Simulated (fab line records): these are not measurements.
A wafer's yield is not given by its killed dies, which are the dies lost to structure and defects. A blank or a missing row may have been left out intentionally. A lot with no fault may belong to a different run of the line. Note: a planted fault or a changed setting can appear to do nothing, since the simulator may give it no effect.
One fault seen from 2 desks + flow nand harc + every desk sees just its own numbers, and what lay behind them comes last

## AT THE METROLOGY DESK
Lot by lot, what the gauges showed, no matter which tool ran the lot: averages of those sampled wafers that carry a number. Any lot whose mean is over 4 standard deviations away from the usual mean is out of limits and marked OUT; that distance is given in the brackets.
Columns: A = cd nm at NHARC_P_M0_CD_MEAS_09, usual 89.9 nm
| lot  | first seen here | A               |
|------|-----------------|-----------------|
| L601 | day 7 01:25     | 89.4            |
| L603 | day 7 22:48     | 89.1            |
| L605 | day 8 08:42     | 90.3            |
| L606 | day 8 19:40     | 90.0            |
| L608 | day 9 23:44     | 91.0            |
| L611 | day 10 23:06    | 90.9            |
| L612 | day 11 09:28    | 95.0 (+7.4) OUT |
| L616 | day 12 23:58    | 94.7 (+7.0) OUT |
| L620 | day 14 23:27    | 89.3            |
| L621 | day 15 08:02    | 88.9            |
| L622 | day 15 11:33    | 89.6            |
Finding of this desk: L612, L616 out of limits; the first was L612 at day 11 09:28, on cd nm at NHARC_P_M0_CD_MEAS_09. Within limits: L601, L603, L605, L606, L608, L611, L620, L621, L622.

## DESK OF THE TOOL OWNER: litho track-01
The tool's own readings at NHARC_P_M0_PEB_07 (peb time 65 s): means of the sampled wafers that have a number, for each lot that ran on this tool. Any lot whose mean is over 4 standard deviations away from the usual mean is out of limits and marked OUT; that distance is given in the brackets.
Columns: A = heater power total W at NHARC_P_M0_PEB_07, usual 156.6 W
| lot  | first seen here | A     |
|------|-----------------|-------|
| L605 | day 8 08:38     | 156.5 |
| L608 | day 9 23:39     | 156.2 |
| L611 | day 10 23:01    | 156.3 |
| L612 | day 11 09:23    | 156.3 |
| L616 | day 12 23:53    | 156.9 |
Finding of this desk: none of the 5 lots has anything out of limits.

## PUT TOGETHER
L612, L616 would have let the metrology desk raise an alarm at day 11 09:28.
Nothing out of limits was seen by the tool owner's desk.
On record at the tool owner's desk: L612, L616, within its limits.
All the named lots went through NHARC_P_M0_PEB_07 on litho track-01.

## WHAT WAS PUT IN BY THE SIMULATOR
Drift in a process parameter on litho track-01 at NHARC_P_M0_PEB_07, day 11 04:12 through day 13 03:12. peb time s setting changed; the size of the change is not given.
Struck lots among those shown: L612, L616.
Time in hours between the start of the fault and the first out-of-limits reading at each desk: metrology desk, 5.
